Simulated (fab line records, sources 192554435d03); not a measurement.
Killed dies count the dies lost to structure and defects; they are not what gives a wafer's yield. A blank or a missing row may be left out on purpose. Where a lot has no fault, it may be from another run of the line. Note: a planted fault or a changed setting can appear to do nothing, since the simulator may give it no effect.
fab line records	flow n5_finfet	part 2 of 2: steps 5 to 6 of 6
record: lots: 24	wafers: 72	last_day: 20
route steps=1938 shown BEOL_M6@1238 BEOL_M7@1267
lots that met no fault: from a run of the same line without faults
start_h: hours from the record's opening day to when the first of the lot's shown wafers began	wait_h: hours since the lot's step before	" identical to the entry in the row above	L1.1+2: several wafers, shown together as one row	- no value, or no start was given	* or withheld: withheld	< > ~ a bound
route shown NAME@n: names a module that has steps shown in the file, with the first one's number in the route	usual: mean/standard deviation taken from wafers without a fault	same: alike in all rows	chamber/n: place in a boat	sites: per-site readings	_std_site: their standard deviation	_edge_site: inner sites' mean taken away from outer sites' mean	radius_mm: for every site, how far away it sits from the centre of the wafer	mask NAME#n: copy n	behind: the most recent tool/chamber to have shaped the wafer	hold: why the lot was held/for how many hours/how that ended	device: which transistor (n, p or np) failed to switch	end of line: the same wafers' tests at the end of the route	a step without rows: its recipe alone	killed: the dies lost at the first sort to structure and to defects; this is not the yield of the wafer	map: dies across one wafer; x = killed, . = not, _ = none there
set.NAME: the setting as run; set.NAME@STEP: as run at that earlier step	model.NAME: the simulator's own value behind a step, which no gauge read
the route's steps for a sample of lots (tables are steps, rows are wafers)
services: when a tool's chamber went out of use (start_h, in hours from the record's first day, below 0 if earlier), for how many hours, and the reason
== steps ==
step: N5_BEOL_M7_CD_MEAS_18
recipe: pitch_nm: 80	target_cd_nm: 40
usual: cd_nm: 39.9/0.62
lot.wafer	tool	chamber	start_h	wait_h	cd_nm
L074.2	cd_sem-01	-	215.99	0.1	39.6
L074.4	"	-	"	"	40.4
L074.6	"	-	"	"	39.8
L075.2	cd_sem-02	-	220.10	0.1	38.9
L075.4	"	-	"	"	39.8
L075.5	"	-	"	"	39.2
L076.3	cd_sem-02	-	226.67	0.1	40.4
L076.4	"	-	"	"	39.6
L076.5	"	-	"	"	39.7
L078.1	cd_sem-01	-	241.44	0.0	40.1
L078.4	"	-	"	"	41.0
L078.5	"	-	"	"	41.0
L077.1	cd_sem-01	-	250.11	0.0	40.0
L077.5	"	-	"	"	40.0
L077.6	"	-	"	"	39.1
L079.1	cd_sem-03	-	265.59	0.0	39.7
L079.2	"	-	"	"	39.2
L079.3	"	-	"	"	39.5
L080.1	cd_sem-02	-	265.77	0.0	39.9
L080.2	"	-	"	"	39.9
L080.4	"	-	"	"	39.9
L081.2	cd_sem-02	-	270.17	0.1	39.9
L081.3	"	-	"	"	40.9
L081.4	"	-	"	"	40.4
L082.3	cd_sem-01	-	274.13	0.1	40.0
L082.5	"	-	"	"	39.6
L082.6	"	-	"	"	39.2
L083.1	cd_sem-02	-	301.18	0.0	38.8
L083.3	"	-	"	"	39.3
L083.5	"	-	"	"	38.8
L084.3	cd_sem-02	-	314.12	0.1	39.3
L084.5	"	-	"	"	40.2
L084.6	"	-	"	"	38.6
L085.3	cd_sem-01	-	316.92	0.1	39.3
L085.4	"	-	"	"	40.8
L085.6	"	-	"	"	39.7
L086.2	cd_sem-02	-	322.52	0.1	39.7
L086.3	"	-	"	"	40.3
L086.5	"	-	"	"	40.4
L088.1	cd_sem-02	-	322.68	0.0	40.5
L088.3	"	-	"	"	39.5
L088.6	"	-	"	"	40.6
L087.1	cd_sem-03	-	327.68	0.0	39.2
L087.2	"	-	"	"	39.9
L087.5	"	-	"	"	39.2
L089.2	cd_sem-02	-	331.51	0.1	40.9
L089.3	"	-	"	"	40.6
L089.5	"	-	"	"	40.7
L090.4	cd_sem-01	-	336.17	0.1	39.6
L090.5	"	-	"	"	40.6
L090.6	"	-	"	"	40.1
L092.3	cd_sem-01	-	337.21	0.1	40.8
L092.4	"	-	"	"	39.5
L092.5	"	-	"	"	40.8
L094.1	cd_sem-01	-	346.28	0.0	40.4
L094.2	"	-	"	"	39.9
L094.6	"	-	"	"	40.6
L091.2	cd_sem-01	-	347.71	0.1	40.5
L091.4	"	-	"	"	40.8
L091.6	"	-	"	"	40.9
L095.2	cd_sem-03	-	351.66	0.1	39.4
L095.3	"	-	"	"	39.1
L095.6	"	-	"	"	39.5
L096.1	cd_sem-03	-	358.64	0.0	39.8
L096.2	"	-	"	"	41.1
L096.4	"	-	"	"	39.3
L093.1	cd_sem-01	-	358.81	0.0	39.6
L093.2	"	-	"	"	39.5
L093.6	"	-	"	"	39.9
L097.1	cd_sem-01	-	387.01	0.0	40.2
L097.2	"	-	"	"	38.2
L097.4	"	-	"	"	39.2
step: N5_BEOL_M7_ETCH_65
recipe: chemistry: CF4	target: SiARC	target_depth_a: 156	mask_material: CAR-EUV	time_s: 26	ion_energy_ev: 80	pressure_mtorr: 40	source_w: 545	bias_w: 36	Ar_flow_sccm: 100	cf4_flow_sccm: 100	ends: cleared
usual: drypump_motor_current_A: 5.5/0.48	etch_rf_on_time_s: 26.0/0.67	mfc_ar_sccm: 100.0/0.31	oes_product_au: 0.70/0.089	rf_vpp_V: 184.4/1.2	showerhead_plenum_p_Torr: 2.16/0.068	throttle_valve_pct: 15.46/0.25
lot.wafer	tool	chamber	start_h	wait_h	drypump_motor_current_A	etch_rf_on_time_s	mfc_ar_sccm	oes_product_au	rf_hours_counter_h	rf_vpp_V	showerhead_plenum_p_Torr	throttle_valve_pct
L074.2	rie_diel-05	1	219.31	0.0	5.4	25.0	100.0	0.74	64	184.5	2.26	15.38
L074.4	"	1	"	"	5.4	25.3	100.2	0.73	-	185.6	2.26	15.37
L074.6	"	3	"	"	4.9	26.6	99.8	0.58	-	186.2	2.19	15.67
L075.2	rie_diel-05	1	222.59	0.0	5.5	25.4	99.6	0.73	66	186.4	2.26	15.38
L075.4	"	1	"	"	5.5	25.8	99.3	0.73	-	186.2	2.26	15.36
L075.5	"	0	"	"	5.6	26.1	99.9	0.82	-	183.1	2.10	15.43
L076.3	rie_diel-03	3	228.17	0.0	5.2	25.9	99.8	0.69	71	183.6	2.18	15.42
L076.4	"	3	"	"	5.1	25.8	99.5	0.69	-	184.8	2.18	15.43
L076.5	"	1	"	"	6.4	25.2	99.8	0.81	-	183.3	2.10	15.08
L078.1	rie_diel-05	1	243.75	0.0	5.4	25.1	100.3	0.73	74	185.3	2.26	15.40
L078.4	"	0	"	"	5.6	25.8	100.0	0.81	14	183.7	2.10	15.44
L078.5	"	2	"	"	5.6	25.2	99.6	0.86	-	185.2	2.28	15.31
L077.1	rie_diel-05	2	251.69	0.0	5.6	25.2	100.2	0.85	5	186.3	2.28	15.33
L077.5	"	1	"	"	5.4	25.3	99.6	0.72	-	186.4	2.26	15.41
L077.6	"	2	"	"	5.6	25.4	100.2	0.84	-	186.1	2.28	15.33
L079.1	rie_diel-05	0	268.51	0.0	5.5	26.0	100.2	0.78	21	183.6	2.09	15.44
L079.2	"	2	"	"	5.5	25.5	100.2	0.83	9	185.9	2.28	15.32
L079.3	"	1	"	"	5.4	25.3	100.4	0.72	82	185.8	2.25	15.38
L080.1	rie_diel-05	1	268.91	0.0	5.4	25.5	99.9	0.70	82	187.3	2.25	15.41
L080.2	"	3	"	"	5.0	26.5	100.1	0.58	250	184.8	2.19	15.70
L080.4	"	0	"	"	5.6	25.7	99.5	0.79	22	184.6	2.09	15.44
L081.2	rie_diel-03	2	272.22	0.0	5.7	26.3	100.3	0.81	5	185.0	2.17	15.10
L081.3	"	3	"	"	5.2	26.3	99.9	0.68	81	183.0	2.17	15.45
L081.4	"	1	"	"	6.3	25.6	99.9	0.78	20	183.9	2.10	15.12
L082.3	rie_diel-02	2	276.62	0.0	5.6	27.0	99.6	0.60	220	185.3	2.19	15.49
L082.5	"	3	"	"	6.0	26.8	100.0	0.60	-	182.0	2.05	15.82
L082.6	"	1	"	"	6.4	26.7	100.2	0.63	-	183.0	2.07	15.83
L083.1	rie_diel-02	2	302.97	0.0	5.6	27.0	99.8	0.59	227	185.4	2.18	15.49
L083.3	"	1	"	"	6.4	26.5	99.8	0.63	165	184.9	2.07	15.83
L083.5	"	3	"	"	6.0	26.7	100.3	0.60	-	181.8	2.05	15.84
L084.3	rie_diel-05	3	315.89	0.0	4.9	26.3	99.9	0.82	5	184.5	2.19	15.24
L084.5	"	2	"	"	5.5	25.0	99.7	0.80	-	185.6	2.28	15.36
L084.6	"	3	"	"	5.0	26.5	99.7	0.81	-	183.9	2.19	15.22
L085.3	rie_diel-02	2	317.39	0.0	5.6	27.2	100.1	0.59	231	185.2	2.18	15.53
L085.4	"	1	"	"	6.4	26.7	100.1	0.61	168	183.7	2.07	15.86
L085.6	"	3	"	"	6.0	26.8	100.3	0.59	-	182.8	2.05	15.82
L086.2	rie_diel-05	1	325.68	0.0	5.4	25.2	100.1	0.70	96	184.1	2.25	15.44
L086.3	"	2	"	"	5.6	25.3	100.2	0.79	25	186.1	2.28	15.38
L086.5	"	0	"	"	5.6	25.9	100.3	0.76	-	183.6	2.09	15.48
L088.1	rie_diel-03	2	325.75	0.0	5.7	26.3	100.2	0.76	22	185.2	2.17	15.13
L088.3	"	3	"	"	5.2	26.2	100.3	0.66	97	182.9	2.17	15.49
L088.6	"	1	"	"	6.4	25.3	100.0	0.76	-	182.9	2.09	15.15
L087.1	rie_diel-03	0	329.21	0.0	5.1	25.4	99.5	0.60	240	183.9	2.19	15.72
L087.2	"	2	"	"	5.7	26.0	100.2	0.77	23	185.2	2.17	15.14
L087.5	"	2	"	"	5.6	26.2	100.1	0.77	-	184.7	2.17	15.13
L089.2	rie_diel-03	1	335.01	0.0	6.5	25.6	100.1	0.75	39	182.2	2.09	15.15
L089.3	"	3	"	"	5.2	25.9	100.0	0.67	99	182.2	2.17	15.47
L089.5	"	0	"	"	5.1	25.6	99.5	0.59	-	186.2	2.19	15.73
L092.3	rie_diel-03	1	338.65	0.0	6.4	25.2	100.6	0.75	41	185.9	2.09	15.14
L092.4	"	0	"	"	5.1	25.6	100.1	0.60	-	184.8	2.19	15.73
L092.5	"	1	"	"	6.3	25.6	100.0	0.75	-	183.3	2.09	15.14
L090.4	rie_diel-02	2	339.79	0.0	5.6	27.6	100.2	0.58	237	185.4	2.18	15.52
L090.5	"	3	"	"	6.0	26.7	100.0	0.59	-	182.3	2.05	15.86
L090.6	"	0	"	"	5.0	25.6	100.5	0.79	-	184.6	2.19	15.03
L091.2	rie_diel-03	3	349.70	0.0	5.2	26.2	99.8	0.65	105	184.4	2.16	15.50
L091.4	"	1	"	"	6.3	25.7	100.4	0.74	-	183.7	2.09	15.15
L091.6	"	0	"	"	5.1	25.6	99.8	0.59	-	184.1	2.19	15.74
L094.1	rie_diel-03	0	350.39	0.0	5.1	26.0	99.6	0.59	247	185.0	2.19	15.74
L094.2	"	1	"	"	6.4	25.9	99.6	0.73	45	183.1	2.09	15.16
L094.6	"	3	"	"	5.1	26.8	100.0	0.65	-	184.7	2.16	15.49
L095.2	rie_diel-05	2	357.88	0.0	5.6	25.3	100.4	0.77	31	185.3	2.27	15.38
L095.3	"	0	"	"	5.5	25.9	99.7	0.76	42	182.9	2.09	15.48
L095.6	"	0	"	"	5.6	25.8	99.6	0.75	-	183.6	2.09	15.49
L093.1	rie_diel-02	1	359.41	0.0	6.5	27.1	100.3	0.61	179	181.8	2.06	15.89
L093.2	"	2	"	"	5.6	27.8	100.0	0.58	242	184.6	2.18	15.52
L093.6	"	2	"	"	5.6	27.6	99.6	0.58	-	184.6	2.18	15.53
L096.1	rie_diel-03	3	360.45	0.0	5.2	26.3	99.2	0.65	109	184.3	2.16	15.52
L096.2	"	1	"	"	6.3	25.6	99.8	0.72	49	182.2	2.09	15.17
L096.4	"	3	"	"	5.2	26.4	99.9	0.65	-	185.6	2.16	15.50
L097.1	rie_diel-02	1	389.22	0.0	6.4	26.9	100.1	0.60	194	182.4	2.06	15.91
L097.2	"	0	"	"	5.0	25.4	100.5	0.78	26	184.8	2.19	15.02
L097.4	"	1	"	"	6.4	27.0	99.6	0.60	-	183.6	2.06	15.91
== services ==
tool	chamber	start_h	hours	kind
rie_diel-03	0	202.03	2.2	repair
pecvd-01	-	203.81	0.8	pm
pecvd-01	-	218.69	0.9	repair
rie_diel-02	1	229.90	7.5	repair
rie_diel-05	1	270.40	3.0	repair
rie_diel-02	0	274.42	7.1	repair
pecvd-04	-	288.42	33.3	repair
pecvd-02	-	297.46	0.3	repair
pecvd-04	-	328.99	0.3	repair
rie_diel-05	1	330.57	3.3	repair
rie_diel-03	2	333.39	19.1	repair
rie_diel-05	-	333.75	0.4	repair
rie_diel-04	1	338.83	3.5	repair
pecvd-04	0	344.54	23.9	repair
pvd_sputter-01	-	344.74	1.6	repair
rie_diel-02	0	350.54	31.6	repair
pvd_sputter-02	-	351.20	11.7	repair
rie_diel-06	1	354.22	10.2	repair
pecvd-02	-	369.11	3.9	repair
pvd_sputter-03	-	378.22	3.7	repair
pecvd-04	-	382.97	0.7	repair
rie_diel-05	-	385.81	4.3	pm
rie_diel-03	-	388.37	4.3	pm
pecvd-02	-	388.53	28.1	pm
